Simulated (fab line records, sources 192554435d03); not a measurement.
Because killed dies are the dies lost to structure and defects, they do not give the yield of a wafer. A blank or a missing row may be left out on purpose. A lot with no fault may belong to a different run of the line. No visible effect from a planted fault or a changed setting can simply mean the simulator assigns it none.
fab line records | flow n5Finfet | part 2 of 2: steps 5 to 6 of 6
record: lots: 23 wafers: 69 lastDay: 18
route steps=1938 shown BEOL_M2@881 BEOL_M3@948
lots untouched by any fault: they come from a run of this same line in which no faults occurred
startH: hours from the record's first day to the start of the lot's first wafer shown | waitH: how many hours have passed since the lot's step before this one | " identical to the entry in the row above | L1.1+2: a row that stands for several wafers | - value missing, or start not given | * or withheld: withheld | < > ~ a bound
route shown NAME@n: names a module that has steps shown in the file, with the first one's number in the route | usual: mean/standard deviation of fault-free wafers | same: alike in all rows | chamber/n: place in a boat | sites: per-site readings | _std_site: standard deviation across them | _edge_site: mean of outer sites minus mean of inner sites | radiusMm: how far each site lies from the wafer's centre | mask NAME#n: copy n | behind: tool/chamber where the wafer was last shaped | hold: the reason the lot was held/the length of the hold in hours/how it ended | device: the n, p or np transistor that did not switch | end of line: the tests these same wafers got at the end of their route | a step with no rows: only its recipe | killed: dies lost to structure and defects at the first sort, not the wafer's yield | map: the dies of a wafer, with x for killed, . for not killed, _ for no die there
set.NAME: setting as actually run; set.NAME@STEP: the setting as run at that earlier step | model.NAME: the simulator's own value behind a step, which no gauge read
the route's steps for a sample of lots (tables are steps, rows are wafers)
services: a tool's chamber out of use, with start hour (startH, from the record's first day; less than 0 if before it), hours out, and reason
== steps ==
step: N5_BEOL_M3_ETCH_74
recipe: chemistry: N2/H2 target: underlayer targetDepthA: 65 maskMaterial: CAR-EUV timeS: 5.2 ionEnergyEv: 200 pressureMtorr: 30 sourceW: 840 biasW: 150 n2FlowSccm: 200 h2FlowSccm: 200 ends: cleared
usual: drypumpMotorCurrentA: 5.6/0.44 etchRfOnTimeS: 5.17/0.13 oesProductAu: 0.66/0.075 rfVppV: 525/3.3 showerheadPlenumPTorr: 2.56/0.1 throttleValvePct: 17.90/0.26
columns lot.wafer tool chamber startH waitH drypumpMotorCurrentA etchRfOnTimeS oesProductAu rfHoursCounterH rfVppV showerheadPlenumPTorr throttleValvePct
L074.2 rieDiel-06 3 147.61 0.0 6.2 4.98 0.63 219 523 2.50 17.95
L074.3 " 0 " " 5.6 5.27 0.63 180 525 2.63 18.06
L074.6 " 1 " " 5.5 5.08 0.67 - 518 2.37 17.86
L075.1 rieDiel-06 1 148.11 0.0 5.6 5.15 0.68 116 520 2.37 17.87
L075.3 " 3 " " 6.2 5.07 0.61 219 522 2.50 17.97
L075.5 " 3 " " 6.1 5.05 0.63 - 520 2.50 17.93
L076.2 rieDiel-06 1 160.77 0.0 5.5 5.16 0.67 121 518 2.37 17.87
L076.3 " 3 " " 6.2 5.02 0.64 224 523 2.50 17.94
L076.5 " 2 " " 4.8 5.03 0.82 - 530 2.72 17.63
L077.3 rieDiel-06 1 166.09 0.0 5.6 5.15 0.67 124 517 2.37 17.86
L077.5 " 3 " " 6.2 5.00 0.62 - 522 2.50 17.97
L077.6 " 0 " " 5.6 5.28 0.62 - 527 2.62 18.05
L078.2 rieDiel-04 1 172.11 0.0 5.5 5.07 0.61 222 528 2.63 18.46
L078.4 " 0 " " 5.3 5.17 0.65 168 527 2.63 17.81
L078.6 " 0 " " 5.3 5.19 0.65 - 528 2.63 17.82
L079.2 rieDiel-06 2 180.78 0.0 4.8 5.09 0.79 14 529 2.71 17.64
L079.3 " 0 " " 5.6 5.35 0.62 193 527 2.62 18.07
L079.6 " 1 " " 5.6 5.11 0.65 - 519 2.37 17.86
L080.1 rieDiel-06 0 183.59 0.0 5.6 5.32 0.62 194 526 2.62 18.05
L080.3 " 3 " " 6.2 4.99 0.63 233 520 2.50 17.99
L080.5 " 0 " " 5.6 5.30 0.60 - 528 2.62 18.07
L081.1 rieDiel-04 0 189.94 0.0 5.3 5.21 0.64 174 528 2.62 17.82
L081.3 " 2 " " 5.9 5.41 0.70 61 524 2.56 17.55
L081.6 " 2 " " 5.9 5.40 0.72 - 525 2.56 17.55
L083.3 rieDiel-01 3 202.02 0.0 5.9 5.40 0.59 233 524 2.51 17.87
L083.4 " 2 " " 5.1 5.49 0.64 145 526 2.64 17.85
L083.5 " 2 " " 5.1 5.43 0.64 - 524 2.64 17.85
L082.2 rieDiel-06 2 208.56 0.0 4.8 5.08 0.78 20 529 2.71 17.62
L082.3 " 3 " " 6.2 4.97 0.62 240 522 2.49 17.99
L082.5 " 1 " " 5.5 5.06 0.66 - 519 2.36 17.87
L084.1 rieDiel-04 3 214.27 0.0 6.0 5.15 0.58 239 525 2.61 17.91
L084.2 " 2 " " 5.8 5.23 0.71 68 526 2.56 17.56
L084.4 " 1 " " 5.4 5.08 0.61 234 524 2.62 18.53
L085.2 rieDiel-04 1 219.58 0.0 5.4 5.11 0.60 236 524 2.62 18.50
L085.3 " 0 " " 5.3 5.20 0.64 183 526 2.62 17.84
L085.5 " 0 " " 5.3 5.17 0.64 - 525 2.62 17.84
L086.1 rieDiel-04 2 224.95 0.0 5.9 5.33 0.70 70 524 2.56 17.56
L086.4 " 0 " " 5.3 5.08 0.63 185 525 2.62 17.85
L086.6 " 1 " " 5.5 5.05 0.60 - 526 2.62 18.53
L087.1 rieDiel-04 2 234.54 0.0 5.9 5.35 0.70 72 526 2.56 17.57
L087.4 " 1 " " 5.4 5.08 0.60 239 526 2.62 18.52
L087.5 " 0 " " 5.3 5.21 0.63 - 529 2.62 17.86
L088.2 rieDiel-04 0 238.59 0.0 5.3 5.19 0.64 189 527 2.62 17.85
L088.5 " 3 " " 6.0 5.19 0.58 - 523 2.60 17.90
L088.6 " 0 " " 5.3 5.20 0.63 - 525 2.62 17.88
L089.4 rieDiel-04 0 240.10 0.0 5.3 5.20 0.64 189 525 2.62 17.87
L089.5 " 0 " " 5.3 5.12 0.63 - 526 2.62 17.87
L089.6 " 1 " " 5.5 5.09 0.60 - 528 2.62 18.49
L090.1 rieDiel-06 2 245.84 0.0 4.8 5.07 0.75 32 528 2.70 17.68
L090.2 " 1 " " 5.5 5.14 0.65 147 520 2.36 17.90
L090.6 " 0 " " 5.6 5.33 0.60 - 526 2.61 18.10
L091.1 rieDiel-01 1 246.16 0.0 6.4 5.14 0.64 180 525 2.54 18.09
L091.3 " 0 " " 6.2 5.34 0.59 211 519 2.40 18.17
L091.5 " 3 " " 5.9 5.24 0.58 - 522 2.51 17.93
L093.1 rieDiel-06 3 267.27 0.0 6.2 4.97 0.82 3 522 2.49 17.57
L093.4 " 1 " " 5.5 5.11 0.64 154 518 2.36 17.91
L093.5 " 3 " " 6.1 5.03 0.83 - 524 2.49 17.57
L094.1 rieDiel-06 3 274.46 0.0 6.1 4.93 0.82 5 523 2.49 17.56
L094.5 " 0 " " 5.6 5.28 0.60 - 526 2.61 18.09
L094.6 " 3 " " 6.2 4.97 0.82 - 525 2.49 17.55
L095.1 rieDiel-04 0 284.50 0.0 5.3 5.20 0.62 208 528 2.61 17.90
L095.2 " 3 " " 6.0 5.17 0.80 5 524 2.60 17.39
L095.4 " 3 " " 6.1 5.19 0.81 - 524 2.60 17.37
L096.2 rieDiel-06 1 290.74 0.0 5.6 5.15 0.64 160 518 2.36 17.91
L096.3 " 2 " " 4.8 5.15 0.74 46 528 2.70 17.73
L096.5 " 2 " " 4.8 5.09 0.75 - 528 2.70 17.69
L097.1 rieDiel-01 1 294.29 0.0 6.4 5.24 0.62 199 520 2.53 18.13
L097.3 " 0 " " 6.2 5.35 0.57 231 520 2.39 18.20
L097.5 " 2 " " 5.1 5.38 0.62 - 527 2.63 17.88
step: N5_BEOL_M3_HM_OPEN_17
recipe: chemistry: Cl2/BCl3 targetDepthA: 200 overetchA: 60 target: TiN maskMaterial: SOC ionEnergyEv: 150 pressureMtorr: 10 icpW: 1000 biasW: 126 Cl2_flow_sccm: 53.25 bcl3FlowSccm: 21.75 Ar_flow_sccm: 25
usual: drypumpMotorCurrentA: 5.8/0.42 oesProductAu: 0.61/0.07 throttleValvePct: 22.30/0.23
columns lot.wafer tool chamber startH waitH drypumpMotorCurrentA oesProductAu rfHoursCounterH throttleValvePct
L074.2 rieMetal-01 0 147.83 0.0 6.1 0.54 104 22.48
L074.3 " 1 " " 5.9 0.61 - 21.97
L074.6 " 1 " " 5.9 0.62 - 21.96
L075.1 rieMetal-03 0 148.32 0.0 5.9 0.72 27 22.33
L075.3 " 0 " " 5.9 0.72 - 22.34
L075.5 " 1 " " 6.4 0.60 - 22.30
L076.2 rieMetal-02 1 160.99 0.0 5.1 0.62 75 22.52
L076.3 " 0 " " 5.7 0.53 - 22.27
L076.5 " 1 " " 5.1 0.63 - 22.53
L077.3 rieMetal-01 1 166.33 0.1 6.0 0.61 - 21.96
L077.5 " 0 " " 6.1 0.54 - 22.48
L077.6 " 1 " " 5.9 0.61 - 21.98
L078.2 rieMetal-01 1 172.33 0.0 6.0 0.61 73 21.97
L078.4 " 1 " " 6.0 0.61 - 21.97
L078.6 " 1 " " 6.0 0.60 - 21.95
L079.2 rieMetal-01 0 180.99 0.0 6.1 0.55 108 22.46
L079.3 " 1 " " 5.9 0.60 - 21.99
L079.6 " 0 " " 6.1 0.54 - 22.49
L080.1 rieMetal-01 1 183.92 0.2 5.9 0.60 75 21.99
L080.3 " 0 " " 6.1 0.54 - 22.50
L080.5 " 1 " " 5.9 0.60 - 21.99
L081.1 rieMetal-01 0 190.15 0.0 6.1 0.54 109 22.48
L081.3 " 1 " " 6.0 0.60 - 21.98
L081.6 " 1 " " 5.9 0.60 - 21.98
L083.3 rieMetal-01 0 202.27 0.1 6.1 0.53 - 22.49
L083.4 " 1 " " 5.9 0.60 - 21.98
L083.5 " 1 " " 5.9 0.60 - 21.98
L082.2 rieMetal-03 0 208.78 0.0 5.9 0.70 32 22.35
L082.3 " 1 " " 6.4 0.60 - 22.30
L082.5 " 1 " " 6.4 0.60 - 22.32
L084.1 rieMetal-03 0 214.48 0.0 6.0 0.71 33 22.34
L084.2 " 1 " " 6.4 0.60 84 22.30
L084.4 " 0 " " 5.9 0.70 - 22.33
L085.2 rieMetal-01 0 219.80 0.0 6.1 0.54 111 22.48
L085.3 " 0 " " 6.1 0.53 - 22.50
L085.5 " 0 " " 6.1 0.53 - 22.50
L086.1 rieMetal-02 1 225.16 0.0 5.1 0.62 81 22.51
L086.4 " 1 " " 5.1 0.61 - 22.52
L086.6 " 1 " " 5.1 0.62 - 22.52
L087.1 rieMetal-02 1 234.75 0.0 5.1 0.60 82 22.55
L087.4 " 1 " " 5.1 0.60 - 22.54
L087.5 " 1 " " 5.1 0.60 - 22.55
L088.2 rieMetal-02 1 238.84 0.1 5.1 0.61 - 22.54
L088.5 " 1 " " 5.1 0.60 - 22.55
L088.6 " 1 " " 5.1 0.61 - 22.53
L089.4 rieMetal-01 1 240.35 0.1 5.9 0.60 - 21.97
L089.5 " 1 " " 5.9 0.61 - 21.98
L089.6 " 0 " " 6.1 0.55 - 22.49
L090.1 rieMetal-02 1 246.05 0.0 5.1 0.61 85 22.54
L090.2 " 0 " " 5.7 0.80 1 21.97
L090.6 " 0 " " 5.7 0.81 - 21.97
L091.1 rieMetal-02 0 246.37 0.0 5.7 0.81 1 21.96
L091.3 " 0 " " 5.7 0.81 - 21.97
L091.5 " 1 " " 5.1 0.61 - 22.53
L093.1 rieMetal-01 1 267.48 0.0 6.0 0.59 82 22.00
L093.4 " 1 " " 6.0 0.59 - 21.99
L093.5 " 1 " " 6.0 0.59 - 21.99
L094.1 rieMetal-03 1 274.67 0.0 6.4 0.60 87 22.30
L094.5 " 0 " " 5.9 0.70 - 22.34
L094.6 " 1 " " 6.4 0.60 - 22.32
L095.1 rieMetal-03 0 284.72 0.0 5.8 0.69 37 22.36
L095.2 " 1 " " 6.4 0.59 89 22.33
L095.4 " 0 " " 5.9 0.69 - 22.36
L096.2 rieMetal-02 0 290.95 0.0 5.7 0.77 7 21.98
L096.3 " 0 " " 5.7 0.78 - 21.97
L096.5 " 1 " " 5.1 0.60 - 22.54
L097.1 rieMetal-02 1 294.50 0.0 5.1 0.58 91 22.57
L097.3 " 0 " " 5.7 0.76 - 21.98
L097.5 " 1 " " 5.1 0.59 - 22.56
== services ==
columns tool chamber startH hours kind
pvdSputter-01 - 115.56 3.2 repair
rieMetal-03 0 133.50 1.7 repair
rieDiel-05 1 141.45 1.7 repair
rieDiel-06 - 151.78 0.2 repair
rieMetal-03 1 153.81 8.6 repair
aldSin-01 1 168.50 92.3 repair
rieMetal-03 - 174.36 2.8 pm
rieMetal-02 - 176.93 2.8 pm
aldSin-04 1 178.87 152.3 repair
rieMetal-02 0 181.74 5.7 repair
rieMetal-02 1 183.45 6.3 repair
rieMetal-03 - 195.21 10.0 pm
rieMetal-03 - 209.18 0.2 repair
rieDiel-03 1 217.32 3.5 repair
rieMetal-01 - 242.66 2.8 pm
aldSin-04 - 250.48 0.3 repair
rieDiel-05 3 253.97 1.8 repair
pvdSputter-03 - 254.06 7.5 repair
rieDiel-02 1 259.41 3.0 repair
aldSin-04 - 268.61 14.0 pm
rieDiel-02 0 272.35 6.4 repair
rieDiel-03 3 272.91 8.3 repair
rieDiel-06 0 287.07 4.0 repair
aldSin-04 3 290.89 2.9 repair
